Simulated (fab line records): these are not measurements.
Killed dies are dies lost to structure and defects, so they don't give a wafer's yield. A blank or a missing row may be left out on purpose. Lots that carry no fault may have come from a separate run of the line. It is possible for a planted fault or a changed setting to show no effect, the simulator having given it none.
Which of the tools did it? -- flow nandHarc -- 13 lots, 39 wafers sampled, at 5 steps of a route of 1159

## WHAT THE GAUGES READ, wafer by wafer
NHARC_END_SORT_01. Usual: defectLimitedYield 95.3 %, standard deviation 1.6; killedAtArray 28, standard deviation 10; killedAtOther 0.6, standard deviation 0.85; killedAtPeriphery 3.3, standard deviation 2.3; killedDies 32, standard deviation 11; killedOpen 3.3, standard deviation 1.5; killedShort 2.1, standard deviation 1.4; sort_bin_2_pct 1.5 %, standard deviation 0.63; sort_bin_3_pct 0.25 %, standard deviation 0.21; sort_bin_4_pct 3.0 %, standard deviation 1.1; sortNPass 645, standard deviation 11; sortRimYieldPct 97.6 %, standard deviation 1.6; sortYieldPct 95.3 %, standard deviation 1.6.
lot,measured,on,defectLimitedYield (%),killedAtArray,killedAtOther,killedAtPeriphery,killedDies,killedOpen,killedShort,sort_bin_2_pct (%),sort_bin_3_pct (%),sort_bin_4_pct (%),sortNPass,sortRimYieldPct (%),sortYieldPct (%),flag
L725,day 20 19:58,prober-01,95.6 95.9 96.5,26 23 21,0 0 0,4 5 3,30 28 24,1 1 3,5 2 2,1.2 0.4 1.9,0.15 0.44 0,3.1 3.2 1.6,647 649 653,98.1 98.1 99.1,95.6 95.9 96.5,
L730,day 21 14:31,prober-01,97.5 97.2 84.6,13 10 100,0 2 0,4 7 4,17 19 104,3 2 4,1 3 2,1.2 1.2 6.4,0 0.15 6.06,1.3 1.5 3.0,660 658 573,100.0 99.1 86.8,97.5 97.2 84.6,OFF
L735,day 23 08:03,prober-02,93.9 95.3 95.6,36 30 28,1 0 0,4 2 2,41 32 30,4 2 6,0 1 1,2.1 1.2 2.1,0.59 0.15 0.15,3.4 3.4 2.2,636 645 647,97.2 97.2 98.1,93.9 95.3 95.6,
L740,day 23 08:01,prober-01,95.0 95.1 95.9,30 28 26,0 0 0,4 5 2,34 33 28,4 2 1,1 0 1,2.2 2.1 1.3,0.15 0.15 0.30,2.7 2.7 2.5,643 644 649,98.1 97.2 99.1,95.0 95.1 95.9,
L738,day 24 02:49,prober-01,93.9 94.1 92.5,38 38 46,1 0 1,2 2 4,41 40 51,2 2 6,4 0 2,2.4 1.3 2.7,0.74 0.44 0.30,3.0 4.1 4.6,636 637 626,96.2 99.1 98.1,93.9 94.1 92.5,

## WHICH TOOL RAN EACH LOT (tool, then ch and the chambers of the sampled wafers, then the start)
lot,NHARC_A_M0_PVD_21,NHARC_THIN_TSV_DEP_47,NHARC_THIN_TSV_PRE_CLEAN_50,NHARC_THIN_TSV_ETCH_36
L720,"pvdSputter-02, day 18 09:43","pecvd-03 ch 1,2, day 19 14:26","pvdSputter-02, day 19 19:06 or earlier","rieMetal-01 ch 0,1, day 19 19:06"
L723,"pvdSputter-03, day 18 09:52","pecvd-01 ch 0,1, day 19 15:32","pvdSputter-03, day 19 20:47 or earlier","rieMetal-01 ch 0,1, day 19 20:47"
L722,"pvdSputter-03, day 18 15:25","pecvd-02 ch 0,2, day 19 18:57","pvdSputter-01, day 20 00:20 or earlier","rieMetal-02 ch 0, day 20 00:20"
L724,"pvdSputter-01, day 18 15:51","pecvd-03 ch 0,2, day 19 17:17","pvdSputter-03, day 19 23:02 or earlier","rieMetal-02 ch 0,1, day 19 23:02"
L725,"pvdSputter-01, day 19 05:14","pecvd-01 ch 0,2, day 20 06:38","pvdSputter-01, day 20 11:37 or earlier","rieMetal-02 ch 0,1, day 20 11:37"
L730,"pvdSputter-03, day 19 22:14","pecvd-01 ch 0,1,2, day 21 01:17","pvdSputter-03, day 21 06:04 or earlier","rieMetal-03 ch 0,1, day 21 06:04"
L735,"pvdSputter-01, day 21 14:00","pecvd-01 ch 1,2, day 22 19:16","pvdSputter-03, day 22 23:49 or earlier","rieMetal-02 ch 0,1, day 22 23:49"
L740,"pvdSputter-01, day 21 19:09","pecvd-01 ch 0,1,2, day 22 17:49","pvdSputter-02, day 22 22:37 or earlier","rieMetal-02 ch 0,1, day 22 22:37"
L741,"pvdSputter-01, day 21 22:58","pecvd-01 ch 1,2, day 23 05:26","pvdSputter-03, day 23 10:32 or earlier","rieMetal-02 ch 0,1, day 23 10:32"
L738,"pvdSputter-02, day 22 06:35","pecvd-02 ch 0,1, day 23 04:18","pvdSputter-03, day 23 09:02 or earlier","rieMetal-01 ch 0,1, day 23 09:02"
L739,"pvdSputter-03, day 22 18:01","pecvd-02 ch 0,2, day 23 19:37","pvdSputter-01, day 24 00:17 or earlier","rieMetal-01 ch 0,1, day 24 00:17"
L742,"pvdSputter-02, day 22 18:34","pecvd-02 ch 0,1,2, day 23 20:33","pvdSputter-02, day 24 01:21 or earlier","rieMetal-03 ch 0,1, day 24 01:21"
L743,"pvdSputter-02, day 24 05:31","pecvd-03 ch 0,2, day 25 07:20","pvdSputter-03, day 25 12:09 or earlier","rieMetal-03 ch 1, day 25 12:09"
- NHARC_A_M0_PVD_21: deposits Cu, target thk 30 nm, time 20.49 s.
- NHARC_THIN_TSV_DEP_47: deposits SiO2, target thk 200 nm.
- NHARC_THIN_TSV_PRE_CLEAN_50: time 30 s.
- NHARC_THIN_TSV_ETCH_36: etches the open film in Cl2/BCl3, target depth 65 nm, time 18.571 s.

## WHAT THE TOOLS THEMSELVES READ (means of the sampled wafers that have a number; where no wafer has one, the mark that the record gives instead)
NHARC_A_M0_PVD_21. Usual: throttleValvePct reads 30.0 % (standard deviation 1.3).
lot,tool,throttleValvePct (%),flag
L720,pvdSputter-02,29.4,
L723,pvdSputter-03,30.1,
L722,pvdSputter-03,29.3,
L724,pvdSputter-01,30.5,
L725,pvdSputter-01,31.3,
L730,pvdSputter-03,29.4,
L735,pvdSputter-01,31.0,
L740,pvdSputter-01,31.3,
L741,pvdSputter-01,31.4,
L738,pvdSputter-02,29.6,
L739,pvdSputter-03,29.9,
L742,pvdSputter-02,29.4,
L743,pvdSputter-02,29.6,

NHARC_THIN_TSV_DEP_47. Usual: throttleValvePct reads 16.0 % (standard deviation 0.46).
lot,tool,throttleValvePct (%),flag
L720,pecvd-03,16.1,
L723,pecvd-01,16.0,
L722,pecvd-02,15.7,
L724,pecvd-03,16.3,
L725,pecvd-01,15.8,
L730,pecvd-01,16.1,
L735,pecvd-01,16.2,
L740,pecvd-01,16.1,
L741,pecvd-01,16.3,
L738,pecvd-02,15.7,
L739,pecvd-02,15.6,
L742,pecvd-02,15.7,
L743,pecvd-03,16.7,

NHARC_THIN_TSV_PRE_CLEAN_50. Usual: heaterPowerW reads 393 W (standard deviation 37).
lot,tool,heaterPowerW (W),flag
L720,pvdSputter-02,403,
L723,pvdSputter-03,384,
L722,pvdSputter-01,373,
L724,pvdSputter-03,384,
L725,pvdSputter-01,409,
L730,pvdSputter-03,387,
L735,pvdSputter-03,350,
L740,pvdSputter-02,391,
L741,pvdSputter-03,363,
L738,pvdSputter-03,368,
L739,pvdSputter-01,384,
L742,pvdSputter-02,387,
L743,pvdSputter-03,374,

NHARC_THIN_TSV_ETCH_36. Usual: drypumpMotorCurrentA 5.8 A, standard deviation 0.39; oesProductAu 1.007 a.u., standard deviation 0.0073.
lot,tool,drypumpMotorCurrentA (A),oesProductAu (a.u.),flag
L720,rieMetal-01,5.4,1.007,
L723,rieMetal-01,5.4,1.013,
L722,rieMetal-02,6.2,1.007,
L724,rieMetal-02,5.8,1.009,
L725,rieMetal-02,6.0,1.016,
L730,rieMetal-03,6.2,1.013,
L735,rieMetal-02,6.0,1.012,
L740,rieMetal-02,6.0,1.015,
L741,rieMetal-02,5.9,1.011,
L738,rieMetal-01,5.4,1.007,
L739,rieMetal-01,5.4,1.007,
L742,rieMetal-03,6.0,1.011,
L743,rieMetal-03,6.5,1.005,

## THE ANSWER, worked out from the rows above alone
Rule: a lot counts as off when the mean over its wafers that have a number is more than 3 standard deviations away from the usual mean. A lot without any number at a reading at which 4 lots or more have one is off too. The other lots that the step has rows for count as sound. After the gauges, taken in route order, come the tools' own readings; for these a lot's mean is taken, as printed above. The first step at which some lot is off is used, and at that step the reading that is off furthest; a lot without a number counts as furthest.
Off: L730, at NHARC_END_SORT_01 (sort_bin_3_pct). Neither off nor sound, because the step has no rows for them: L720, L723, L722, L724, L741, L739, L742, L743.
If a tool, at a process step before that reading, ran all the lots that are off and no sound lot after the first of them, it fits. Those tools and the gauges at NHARC_END_SORT_01 are tried in the same way. Because NHARC_THIN_TSV_PRE_CLEAN_50 lacks a start for some lots, the hours and order of its lots are taken from NHARC_THIN_TSV_ETCH_36. 2 tools fit, pvdSputter-03 at NHARC_A_M0_PVD_21 and rieMetal-03 at NHARC_THIN_TSV_ETCH_36, so this cannot tell which one it is.

## WHAT THE SIMULATOR HAD PUT IN
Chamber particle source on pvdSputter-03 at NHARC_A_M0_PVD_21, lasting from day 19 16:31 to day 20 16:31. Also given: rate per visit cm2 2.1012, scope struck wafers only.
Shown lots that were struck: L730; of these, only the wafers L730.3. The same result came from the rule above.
